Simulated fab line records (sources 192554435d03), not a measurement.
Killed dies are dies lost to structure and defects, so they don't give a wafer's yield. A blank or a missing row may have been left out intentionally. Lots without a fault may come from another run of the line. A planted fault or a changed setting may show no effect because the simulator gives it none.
fab line records | flow n5Finfet
record lots=5 wafers=14 lastDay=17
route steps=1938 shown GATE_CUT@465 BEOL_M4@1111 PASSIVATION@1936
lots untouched by any fault: they come from a run of this same line in which no faults occurred
startH: hours from the record's first day to the start of the lot's first wafer shown | waitH: time in hours since the lot's previous step | " the same as in the row above | L1.1+2: several wafers, shown together as one row | - no value present, or no start provided | * or withheld: withheld | < > ~ a bound
route shown NAME@n: NAME is a module with steps in the file, n the number in the route of the first one | usual: average and standard deviation across the fault-free wafers | same: alike in all rows | chamber/n: place in a boat | sites: per-site readings | _std_site: their standard deviation | _edge_site: the outer-site mean with the inner-site mean subtracted | radiusMm: how far each site lies from the wafer's centre | mask NAME#n: copy n | behind: the last tool/chamber to shape the wafer | hold: what put the lot on hold/how long, in hours/how the hold closed | device: the n, p or np transistor that did not switch | end of line: the same wafers' tests at the end of the route | a step without rows: its recipe alone | killed: at the first sort, the dies lost to defects and structure; wafer yield is something else | map: per-die view of a wafer (x killed, . not killed, _ where there is no die)
set.NAME: the setting the step ran with; set.NAME@STEP: the setting that earlier step ran with | model.NAME: the simulator's own value behind a step, which no gauge read
a table for each step, a row for each wafer; lots at some steps of the route
services: the hour from which a tool's chamber was out of use, counted from the record's first day as startH (under 0 if before that day), plus the number of hours and why
## steps
# step N5_GATE_CUT_ETCHBACK_00
# recipe chemistry=SF6/Cl2 target=W pressureMtorr=8 icpW=900 biasW=80 SF6_flow_sccm=40 Cl2_flow_sccm=60
# step N5_GATE_CUT_ETCH_56
# recipe chemistry=Cl2/Ar target=TiN targetDepthA=216 pressureMtorr=10 icpW=600 biasW=60 Cl2_flow_sccm=40 Ar_flow_sccm=60
# step N5_GATE_CUT_ETCHBACK_30
# recipe chemistry=Cl2/Ar target=TiN targetDepthA=30 mode=isotropic pressureMtorr=10 icpW=600 biasW=60 Cl2_flow_sccm=40 Ar_flow_sccm=60
# step N5_GATE_CUT_VAPOR_ETCH_60
# recipe chemistry=BCl3/Cl2 target=HfO2 mode=isotropic
# step N5_GATE_CUT_ETCH_58
# recipe chemistry=CH3F/O2 target=SiNx targetDepthA=170 timeS=128.6 ionEnergyEv=50 pressureMtorr=30 sourceW=415 biasW=21 Ar_flow_sccm=150 CH3F_flow_sccm=30 O2_flow_sccm=20
# step N5_GATE_CUT_STRIP_59
# recipe chemistry=N2/H2 timeS=20 powerW=100 tempC=40 pressureMtorr=100 rfFrequencyHz=6e+07 biasPowerW=3 n2FlowSccm=300 h2FlowSccm=300
# step N5_GATE_CUT_PRECLEAN_31
# recipe tempC=23 chemistry=DIW timeS=300
# step N5_GATE_CUT_SRD_32
# recipe timeS=30 tempC=23 rinseLiquid=diw dry=ipaMarangoni
# step N5_GATE_CUT_SAC_CAP_01
# recipe material=SiNx targetThkA=240 tempC=400 aldPrecursorFamily=SiH2I2 aldCoReactant=N2/H2-plasma pulseTimeS=1 aldCycles=480 purgeTimeS=2 coReactantPurgeTimeS=2 pressureTorr=2
# step N5_GATE_CUT_PECVD_57
# recipe material=SiNx targetThkA=210 tempC=400 precursor=SiH4/NH3/N2 pressureTorr=1.5 rfW=300
# step N5_GATE_CUT_CMP_02
# recipe stopOn=SiO2 tOverpolishS=12.7 postCmpClean=alkalineBrush downForcePsi=2.5 platenRpm=51.8 padVelocityMS=1.0307 targetThkNm=0
# usual motorCurrentA=9.2/0.94 overpolishRunS=12.699/0.0088 slurryFilterDpKPa=13.49/0.13 timeToEndpointS=27/3.6
# columns lot.wafer tool chamber startH waitH motorCurrentA overpolishRunS slurryFilterDpKPa timeToEndpointS
L636.1 cmp-04 0 101.24 0.1 9.2 12.687 13.52 26
L636.4 " 2 " " 8.9 12.699 13.66 20
L636.3 " 3 " " 9.4 12.713 13.49 22
L649.2 cmp-04 2 184.64 0.1 8.5 12.704 13.52 30
L649.1 " 0 " " 9.4 12.697 13.46 30
L649.5 " 1 " " 9.9 12.688 13.44 28
L650.1 cmp-04 3 191.88 0.1 9.3 12.697 13.37 25
L650.3 " 0 " " 9.9 12.698 13.49 26
L650.6 " 2 " " 9.3 12.702 13.68 25
L652.2 cmp-04 3 195.39 0.1 9.3 12.696 13.26 27
L652.3 " 1 " " 10.2 12.700 13.36 26
L652.5 " 3 " " 9.2 12.702 13.48 24
L657.3 cmp-02 0 225.70 0.1 8.4 12.682 13.33 25
L657.6 " 0 " " 9.1 12.692 13.53 25
# step N5_GATE_CUT_HM_DEP_46
# recipe material=SiO2 targetThkA=1300 tempC=400 precursor=TEOS/O2 pressureTorr=6.5 rfW=900 teosFlowSccm=161.4 gas=O2 flowSccm=2650 timeS=26.6
# step N5_GATE_CUT_COAT_34
# recipe resist=SOC tempC=250 timeS=60 spinRpm=1500 resistThkNm=60
# step N5_GATE_CUT_COAT_35
# recipe resist=SiARC tempC=220 timeS=60 spinRpm=1500 resistThkNm=10
# step N5_GATE_CUT_COAT_27
# recipe resist=underlayer tempC=205 timeS=60 spinRpm=1500 resistThkNm=10
# step N5_GATE_CUT_COAT_07
# recipe resist=CAR-EUV spinRpm=1500 resistThkNm=30
# step N5_GATE_CUT_EBR_09
# recipe solvent=PGMEA ebrWidthMm=1.5
# step N5_GATE_CUT_SOFTBAKE_08
# recipe tempC=110 timeS=60 resist=CAR-EUV
# step N5_GATE_CUT_EXPOSE_10
# recipe maskId=GATE_CUT na=0.33 sourceShape=annular sigmaInner=0.35 sigmaOuter=0.8 polarization=unpolarized targetCdNm=20 doseMj=43.25
# step N5_GATE_CUT_PEB_11
# recipe pebTempC=100 pebTimeS=60 resist=CAR-EUV
# step N5_GATE_CUT_DEVELOP_12
# recipe developTimeS=30 developer=TMAH resist=CAR-EUV rinseLiquid=surfactantRinse dry=airSpin devTempC=23
# step N5_GATE_CUT_INSPECT_15
# recipe mode=adi inspectInstrument=brightfield
# usual rawDefectCount=139/41
# columns lot.wafer tool chamber startH waitH rawDefectCount
L636.1 defectInspect-02 - 102.00 0.1 49
L636.3 " - " " 83
L636.4 " - " " 97
L649.1 defectInspect-01 - 185.48 0.1 1237
L649.2 " - " " 1257
L649.5 " - " " 1269
L650.1 defectInspect-01 - 192.60 0.1 1216
L650.3 " - " " 1266
L650.6 " - " " 1254
L652.2 defectInspect-01 - 196.15 0.0 1298
L652.3 " - " " 1249
L652.5 " - " " 1347
L657.3 defectInspect-02 - 226.45 0.0 142
L657.6 " - " " 117
# step N5_GATE_CUT_DESCUM_18
# recipe chemistry=O2 timeS=7 sourcePowerW=50 biasPowerW=20 pressureMtorr=20 rfFrequencyHz=2.712e+07 tempC=40 resist=CAR-EUV o2FlowSccm=225
# step N5_BEOL_M4_RC_MEAS_101
# usual DIBL_N=36.0/2 DIBL_P=35.9/2.5 IOFF_N=0.16/0.038 IOFF_P=0.21/0.04 ION_N=675/14 ION_P=462/9.4 SS_N=71.5/0.75 SS_P=73.2/0.74 VT_N=250/3.9 VT_P=-251/3.2
# columns lot.wafer tool chamber startH waitH DIBL_N[mV/V] DIBL_P[mV/V] IOFF_N[nA/um] IOFF_P[nA/um] ION_N[uA/um] ION_P[uA/um] SS_N[mV/dec] SS_P[mV/dec] VT_N[mV] VT_P[mV]
L636.1 prober-01 0 178.45 0.0 32.7 29.8 0.12 0.16 666 460 70.3 71.8 252 -252
L636.3 " 0 " " 36.5 35.1 0.18 0.23 690 469 71.6 73.2 246 -249
L636.4 " 0 " " 37.7 36.1 0.22 0.26 700 476 70.9 73.6 241 -248
L649.1 prober-01 0 267.94 0.0 36.5 35.5 0.16 0.18 661 451 71.1 72.7 249 -250
L649.2 " 0 " " 32.4 33.8 0.12 0.18 688 483 70.5 72.6 251 -251
L649.5 " 0 " " 35.1 36.1 0.15 0.20 675 463 70.7 72.5 248 -251
L650.1 prober-01 0 272.02 0.0 38.9 39.8 0.22 0.27 684 464 73.3 74.5 247 -247
L650.3 " 0 " " 38.0 39.2 0.19 0.26 668 462 72.7 74.7 249 -245
L650.6 " 0 " " 36.2 37.7 0.16 0.23 663 457 71.9 74.3 251 -251
L652.2 prober-02 0 272.91 0.2 39.4 38.9 0.21 0.26 692 467 72.4 73.6 244 -247
L652.3 " 0 " " 36.2 35.8 0.14 0.20 678 467 71.9 72.8 251 -249
L652.5 " 0 " " 40.1 41.3 0.23 0.30 697 476 71.4 73.6 244 -247
L657.3 prober-01 0 311.61 0.3 38.4 37.9 0.19 0.23 675 459 72.2 74.6 250 -250
L657.6 " 0 " " 36.5 35.5 0.15 0.18 667 451 71.5 72.7 254 -251
# step N5_PASSIVATION_PROBE_49
# usual defectLimitedYield=91.3/1.5 killed_at_M0_to_M3=33/12 killed_at_M4_up=15/5.2 killedAtContacts=12/5.1 killedAtFrontEnd=39/11 killedAtOther=5/3.6 killedDies=103/18 killedOnRim=14/4.3 killedOpen=67/13 killedShort=33/7.8 sort_bin_5_function=5.1/0.96 sort_bin_6_memory=3.2/0.71 sortNPass=1077/18 sortYieldPct=91.3/1.5
# same grossDies=1180 killedAtBackSide=0 sort_bin_4_leakage[%]=0 sort_bin_8_speed[%]=0
# columns lot.wafer tool chamber startH waitH defectLimitedYield[%] killed_at_M0_to_M3 killed_at_M4_up killedAtContacts killedAtFrontEnd killedAtOther killedDies killedOnRim killedOpen killedShort sort_bin_5_function[%] sort_bin_6_memory[%] sortNPass sortYieldPct[%]
L649.1 prober-02 - 366.13 0.0 35.8 26 7 10 714 0 757 100 44 20 41.9 17.6 423 35.8
L649.2 prober-02 - 366.18 0.1 34.9 28 6 11 717 6 768 99 46 21 42.5 17.0 412 34.9
L649.5 prober-02 - 366.33 0.2 35.7 26 7 14 712 0 759 93 43 21 43.1 16.4 421 35.7
L650.1 prober-02 - 378.11 0.0 36.9 11 4 7 720 3 745 95 39 12 39.6 18.9 435 36.9
L650.3 prober-02 - 378.21 0.1 36.4 15 10 6 717 3 751 101 40 18 41.9 17.0 429 36.4
L650.6 prober-02 - 378.36 0.3 35.7 13 8 5 732 1 759 101 28 11 43.0 15.5 421 35.7
L652.2 prober-01 - 383.37 0.1 36.2 18 8 16 711 0 753 101 52 16 42.0 16.8 427 36.2
L652.3 prober-01 - 383.42 0.2 34.4 31 12 18 711 2 774 100 70 17 42.7 17.6 406 34.4
L652.5 prober-01 - 383.52 0.3 33.1 24 11 8 744 3 790 108 51 19 44.4 17.9 390 33.1
# killed by level:class
L649.1 GATE_CUT:unspecified=691 BEOL_M3:geometricParticle:open=12 MOL_CONTACT_COAG:geometricParticle:open=6 STARTING-WAFER:geometricParticle:open=5 MOL_CONTACT_COAG:geometricParticle:short=4 BEOL_M0_SAQP:geometricParticle:open=4 FIN_SAQP:geometricParticle:open=3 STI_FIN_REVEAL:geometricParticle:open=3
L649.2 GATE_CUT:unspecified=699 MOL_CONTACT_COAG:geometricParticle:open=9 BEOL_M3:geometricParticle:open=9 FIN_SAQP:geometricParticle:open=6 BEOL_M2:geometricParticle:open=6 BEOL_M3:geometricParticle:short=4 FIN_SAQP:geometricParticle:short=2 MOL_CONTACT_COAG:geometricParticle:short=2
L649.5 GATE_CUT:unspecified=693 MOL_CONTACT_COAG:geometricParticle:open=11 STI_FIN_REVEAL:geometricParticle:open=7 BEOL_M3:geometricParticle:open=7 BEOL_M1:geometricParticle:open=5 BEOL_M0_SAQP:geometricParticle:short=4 STI_FIN_REVEAL:geometricParticle:short=3 GATE_CUT:geometricParticle:short=3
L650.1 GATE_CUT:unspecified=694 MOL_CONTACT_COAG:geometricParticle:open=6 STI_FIN_REVEAL:geometricParticle:open=5 FIN_SAQP:geometricParticle:short=3 FIN_SAQP:geometricParticle:open=3 DUMMY_GATE:geometricParticle:open=3 BEOL_M0_SAQP:geometricParticle:open=3 BEOL_M1:geometricParticle:open=3
L650.3 GATE_CUT:unspecified=693 BEOL_M1:geometricParticle:open=8 MOL_CONTACT_COAG:geometricParticle:open=5 GATE_CUT:geometricParticle:short=4 GATE_CUT:geometricParticle:open=4 BEOL_M4:geometricParticle:open=4 STI_FIN_REVEAL:geometricParticle:open=3 DUMMY_GATE:geometricParticle:open=3
L650.6 GATE_CUT:unspecified=711 HKMG_FIN:areaEtch=8 BEOL_M4:geometricParticle:open=5 MOL_CONTACT_COAG:geometricParticle:open=3 BEOL_M1:geometricParticle:open=3 BEOL_M3:geometricParticle:open=3 STARTING-WAFER:geometricParticle:short=3 STARTING-WAFER:geometricParticle:open=3
L652.2 GATE_CUT:unspecified=685 MOL_CONTACT_COAG:geometricParticle:open=12 FIN_SAQP:geometricParticle:open=10 STI_FIN_REVEAL:geometricParticle:open=8 BEOL_M3:geometricParticle:open=4 MOL_CONTACT_COAG:geometricParticle:short=4 BEOL_M0_SAQP:geometricParticle:short=4 BEOL_M0_SAQP:geometricParticle:open=4
L652.3 GATE_CUT:unspecified=684 MOL_CONTACT_COAG:geometricParticle:open=14 FIN_SAQP:geometricParticle:open=8 BEOL_M1:geometricParticle:open=8 STI_FIN_REVEAL:geometricParticle:open=7 FIN_SAQP:geometricParticle:short=6 BEOL_M3:geometricParticle:open=6 BEOL_M0_SAQP:geometricParticle:open=5
L652.5 GATE_CUT:unspecified=716 FIN_SAQP:geometricParticle:open=9 MOL_CONTACT_COAG:geometricParticle:open=6 BEOL_M2:geometricParticle:open=6 FIN_SAQP:geometricParticle:short=4 BEOL_M0_SAQP:geometricParticle:open=4 BEOL_M0:geometricParticle:open=4 BEOL_M3:geometricParticle:open=4
# map L649.2 (x killed, . not)
_________________xxxxxxxxx..x________________
______________x.x.x.xxxx.xx...xx_____________
___________xx..xxx.xx.xxx.x.xxx.xx.__________
__________xxxxx.x.xxx.xxxx...xxxxxxx_________
________x.x.xx...xxx.xxxx..x.xx..x.x.x_______
_______xx.xxx...x.xxxx.x.x.x.x.xx.x..x.______
______xxxxx.x.xx...xx..xxx....x.x.xxx.xx_____
_____x...xxx.xxxxxxx.xx..xx.xxx...xx.xxx.____
____x..x..xx.xx.xx....xx.xxx.xxx.x...xxxx.___
___xxxxx.xxxx.xxx....xx.xxxxxx.xx.xxx.xxx.x__
___..xxxxx.x..x.x.xxxxxx.xxx..x..x...x..xxx__
__.x.x.x.xx.xxxx..xxx.xxx...x...xx.x.x.xxx.x_
__.x..xxxx.xxxx.xxx..x..x..xx..xxxxxxxxx.xxx_
_xx.xxxx.x.x...xxxx..xx..xxxxxx.xx.xxxxx.x.xx
_x.xxxx.x.xx.xxxxx.xx.x..x.xx.xxx.x..xx.....x
_xxxxxxxxxx.x...x.xx.xxxx.xxxxx..x.xxxxxxxx.x
_xx.xxx.xxxxxxx..x.xx.x..xxxx..xx.x..x..xxxxx
_xxxxxxx...xxxxx.x..xxx.xxxx.xx.xxx.xxx.x.xx.
_x.xxxxx..xxxxx...x.xxx.x.xxx..xx.x.xxxx.xx.x
_.xxxx.x.xxxx.x.xx.x.xxxxx.x.xxx.x.x.x.xx.xx.
_xxxx.xx.xxxxx.xxxxx..xx.x.xxxxxxxx.xx.xxx.xx
__xx..x..x.xx.x.xxxxxx..xxxxxxxx..xx.x.xx.xx_
__xxxxxxxx........xxxxxxx.xxxxxxxx.xx.xx...._
___.xxxx.xxxxxxx.xxxxxx.x.x..x..xxxx..xx..x__
___x..x.xx..x..xxx...xx.xxxxxxxxx.x...xxx..__
____x.x.x..xxxxx..xxxxx..x...xxxxx.xxx.xxx___
_____xx..xxxx.x.x.x.xx.xx.xxxx.xxxxxx.x..____
______.xxxxxxxxx.xxxx.xx.xxx.xxxxx..xx.x_____
_______x.x.x...xxxxx.xxxx.xxxx....x...x______
________xxxx.xxxx.xx.xxxxx.xxxxx.x.x.._______
__________xxx.....xxxx..xxx.xxxxxxx._________
___________xxx..x....x..x.x.xxxxxx.__________
______________x.x.xx.xxx..xxx.x._____________
_________________.x..xx...xxx________________
# map L650.6 (x killed, . not)
_________________x....xxxx.xx________________
______________xxxxxxxxx..xxxx..x_____________
___________xx...xxxxxxxx.xx.x..xxxx__________
__________x.xx.xxxxxxxx.xx.xxx..xx.x_________
________x.x.x.xx..xx..xxxx.xxxxx.xxx.x_______
_______xxxx...x.xx.xx.x.x.xxx.x.xx.x..x______
______xxxx...xxx.xxx.xx.x.xxx..x.x..x.x._____
_____xxxx.x....x.x.xxxxxxxxxx..xx.xxxx.xx____
____.x.xxx.xxx.x..x.x....xx.xxxx.x....xx..___
___.x.xxxxxxxxxxxx..xxx.xx.xx..xx.......xxx__
___xxxx...xxxxxxxxxxxxx..xxxxx..xx...xx.xxx__
__.xxx......xx...x....xx.x....xxxxx.xxx.xx.x_
__..xxxxxxxx..x.xxxx.x..xx.x.x.x.xx.x.x..x.._
_..xx..xx.xxxxx.xxx..xxxxxxxxx.xxxxxxxxxxxxxx
_xxxx.x.xx.xxx.x.x..x..x...x.x.xx.x.x.xxxxx.x
_xxxx..x..xx.x...xx.x.xxx.x.xx..xxx.xx.xxx.xx
_.xxxxx.x...xxxx.xxx..x..xxxx.xxxxxxx..x..x.x
_..xxxxx.xx..x..xxx.xxxxx.xxxxxxxxxx.xx..x.x.
_xxx.xx.xx.xxx.xxx.x....xx..xx..xx.xx.xx.....
_..xxxx..xxx.xx.xxx..x.xxxxxxx..x..x..x...xx.
_..xxxx..x..x.xxxx.xxxxxxxx.xxxx.xxxx...x.xxx
__xxxx..x.x..x.x..xx.xxxxx.x.xx.xxxxxx.xxxxx_
__xx.x..x.x.xxxxx.x.x.xx..x..x.xxxxxxx.xx.xx_
___.x..xx.x.x..xxxxx.xxxxxxx.x.x.xx..xxxx.x__
___x.xxxxx.x.xxxxx...x..x.x.x.xxxx.xxx.x.xx__
____.x..x.x..xxx..xx.xxx.xxxxxxx.xxxx.xx..___
_____xx.xxxxxx.xxxx..xxxxx..x...x.xx...xx____
______xxxxxxxxx.xxx...xx...xxx.xxxxx...._____
_______xxx..xxxxxxx.xxx.x.xxx.x.xx.xxxx______
________x...xx.x.xx.x.xxx.xx.x.xxxxxxx_______
__________..xx.xx.xx.xx.x.xx..xx.xx._________
___________xxxxx.xxx.xx.xxxx.x.xxxx__________
______________..xxxxxxx.xx...xxx_____________
_________________xxxxxxx..xx.________________
## services
# columns tool chamber startH hours kind
cmp-04 - 78.61 2.0 repair
cmp-02 - 112.86 1.6 repair
cmp-04 - 131.28 3.7 pm
cmp-02 - 169.22 0.3 repair
cmp-02 - 180.72 4.0 pm
cmp-02 - 184.72 - consumableReplace:conditioner
cmp-02 - 184.72 - consumableReplace:pad
cmp-02 - 206.20 2.5 repair
## key
firstSign step=N5_GATE_CUT_INSPECT_15 reading=rawDefectCount direction=up sigmas=28 usual=139 struck=1266
effect step=N5_PASSIVATION_PROBE_49 reading=killedAtFrontEnd direction=up sigmas=60 usual=39 struck=720
moreKillsBornAt N5_GATE_CUT_CMP_02@cmp-04=6265
metAt N5_GATE_CUT_CMP_02
struckWafers L649.1,L649.2,L649.5,L650.1,L650.3,L650.6,L652.2,L652.3,L652.5
onsetBetween 101.24 184.64
fault kind=chamberParticleSource tool=cmp-04 chamber=- onsetH=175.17 steps=N5_GATE_CUT_CMP_02 ratePerVisitCm2=1.7647 endH=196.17
